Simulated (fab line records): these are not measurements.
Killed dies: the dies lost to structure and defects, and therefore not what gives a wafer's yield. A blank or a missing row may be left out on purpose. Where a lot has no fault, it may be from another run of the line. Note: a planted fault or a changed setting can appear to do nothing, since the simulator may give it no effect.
A single fault, viewed from 3 desks    flow n5Finfet    only its own numbers are on each desk; what lay behind them is given at the end

== AT THE TOOL OWNER'S DESK: lithoTrack-05 ==
The tool's own readings at N5_BEOL_M13_COAT_04 (resist thk 400 nm): means of the sampled wafers that have a number, for each lot that ran on this tool. If a lot's mean is further than 4 standard deviations from the usual mean, the lot is out of limits and carries the mark OUT (the distance appears in the brackets).
Columns: A = spinSpeedRpm at N5_BEOL_M13_COAT_04, usual 1625.0 rpm
lot   first seen here  A
L605  day 12 20:30     1624.2
L611  day 16 04:35     1673.6 (+40) OUT
L612  day 16 05:07     1675.2 (+42) OUT
Finding of this desk: L611, L612 out of limits; the first was L611 at day 16 04:35, on spinSpeedRpm at N5_BEOL_M13_COAT_04. In limits: L605.

== THE METROLOGY DESK ==
Means of the sampled wafers that have a number, per lot and without regard to the tool the lot ran on: this is what the gauges read. If a lot's mean is further than 4 standard deviations from the usual mean, the lot is out of limits and carries the mark OUT (the distance appears in the brackets).
Columns: A = M12_THK at N5_BEOL_M12_THK_MEAS_50, usual 314 nm; B = M12_RS at N5_BEOL_M12_RS_MEAS_54, usual 0.0601 ohm/sq; C = M13_ILD_THK at N5_BEOL_M13_THK_MEAS_01, usual 840 nm; D = cdNm at N5_BEOL_M13_CD_MEAS_10, usual 190.1 nm; E = V12_OVL at N5_BEOL_M13_OVL_MEAS_11, usual 0 nm
lot   first seen here  A    B       C    D      E
L605  day 12 20:07     311  0.0612  834  188.6  1
L608  day 14 02:07     309  0.0611  840  189.5  0
L611  day 16 04:13     321  0.0595  834  191.4  -6
L612  day 16 04:43     316  0.0592  831  191.2  -1
L617  day 17 02:41     314  0.0606  845  190.8  -8
L624  day 19 04:05     310  0.0606  842  188.3  -6
This desk's finding: nothing out of limits on any of the 6 lots.

== THE DEFECT DESK ==
For each lot, the counts of the inspections along the route, averaged over the sampled wafers that have a number. If a lot's mean is further than 4 standard deviations from the usual mean, the lot is out of limits and carries the mark OUT (the distance appears in the brackets).
Columns: A = rawDefectCount at N5_BEOL_M12_INSPECT_55, usual 71; B = rawDefectCount at N5_BEOL_M13_INSPECT_12, usual 2.1
lot   first seen here  A   B
L605  day 12 20:16     79  3.3
L608  day 14 02:16     48  1.3
L611  day 16 04:22     66  2.3
L612  day 16 04:53     58  2.0
L617  day 17 02:50     73  3.0
L624  day 19 04:14     48  2.3
This desk's finding: nothing out of limits on any of the 6 lots.

== BROUGHT TOGETHER ==
The tool owner's desk had the chance to raise an alarm at day 16 04:35 on L611, L612.
At the metrology desk, nothing out of limits was observed.
No out-of-limits result turned up at the defect desk.
The metrology desk has L611, L612 on record, within its limits.
The defect desk has L611, L612 on record, within its limits.
On lithoTrack-05, each named lot ran N5_BEOL_M13_COAT_04.

== WHAT THE SIMULATOR PUT IN ==
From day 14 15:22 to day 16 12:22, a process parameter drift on lithoTrack-05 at N5_BEOL_M13_COAT_04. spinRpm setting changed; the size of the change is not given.
Struck lots among those shown: L611, L612.
Hours from the fault's start to each desk's first reading out of limits: the tool owner's desk, 37.
